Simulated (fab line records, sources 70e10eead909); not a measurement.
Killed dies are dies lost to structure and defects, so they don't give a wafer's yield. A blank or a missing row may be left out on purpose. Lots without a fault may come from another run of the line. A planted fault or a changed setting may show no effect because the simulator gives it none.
Chamber matching | flow nand_harc | NHARC_P_M0_STRIP_18 on rie_diel-08: 4 sister chambers
The step strips in N2/H2. 14 wafers are shown with their chamber, then 7 later ones without.

WAFERS WITH THEIR CHAMBER
wafer  | chamber | drypump_motor_current_A (A) | showerhead_plenum_p_Torr (Torr) | oes_product_au (a.u.)
L478.2 | 1       | 6.6                         | 2.03                            | 0.997
L478.4 | 2       | 5.7                         | 1.99                            | 0.983
L478.5 | 0       | 5.6                         | 2.00                            | 1.015
L480.2 | 2       | 5.7                         | 1.99                            | 0.975
L480.3 | 1       | 6.7                         | 2.03                            | 0.999
L480.6 | 1       | 6.7                         | 2.03                            | 1.010
L481.1 | 1       | 6.6                         | 2.03                            | 1.003
L481.3 | 0       | 5.6                         | 2.00                            | 1.006
L481.6 | 0       | 5.6                         | 2.00                            | 1.008
L489.2 | 3       | 6.4                         | 2.03                            | 0.992
L489.4 | 3       | 6.5                         | 2.03                            | 1.000
L489.6 | 1       | 6.7                         | 2.02                            | 0.998
L493.2 | 1       | 6.6                         | 2.02                            | 0.998
L493.3 | 0       | 5.6                         | 1.99                            | 1.012

SIGNATURES (means of the wafers above)
reading                  | chamber 0 | chamber 1 | chamber 2 | chamber 3 | scatter within a chamber
drypump_motor_current_A  | 5.600     | 6.650     | 5.700     | 6.450     | 0.0447
showerhead_plenum_p_Torr | 1.9975    | 2.0267    | 1.9900    | 2.0300    | 0.00456
oes_product_au           | 1.01025   | 1.00083   | 0.97900   | 0.99600   | 0.00485
Rule: a wafer's distance from a chamber is the root of the sum, over the readings, of the square of ((its reading less the chamber's mean) divided by the reading's scatter). The wafer belongs to the nearest chamber; if the next one is less than 2 further off, it can't be placed. The scatter: the root of (the sum of the squares of (reading less its chamber's mean) over the shown wafers, divided by (wafers less chambers)).

WAFERS WITHOUT THEIR CHAMBER
wafer  | drypump_motor_current_A (A) | showerhead_plenum_p_Torr (Torr) | oes_product_au (a.u.)
L493.5 | 5.7                         | 1.98                            | 0.991
L498.1 | 6.5                         | 2.03                            | 0.992
L498.3 | 5.7                         | 1.98                            | 0.998
L498.6 | 6.7                         | 2.02                            | 0.989
L499.2 | 5.6                         | 1.99                            | 1.007
L499.5 | 5.7                         | 1.98                            | 1.006
L499.6 | 6.5                         | 2.02                            | 0.994

WHICH CHAMBER EACH WENT THROUGH
wafer  | from the rows above     | in truth
L493.5 | 2                       | 2
L498.1 | 3                       | 3
L498.3 | can't be placed: 2 or 0 | 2
L498.6 | 1                       | 1
L499.2 | 0                       | 0
L499.5 | can't be placed: 0 or 2 | 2
L499.6 | can't be placed: 3 or 1 | 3
Placed correctly: 4 of 7. Can't be placed from these rows: 3 (the true chamber is among the candidates in 3). Placed wrongly: 0.
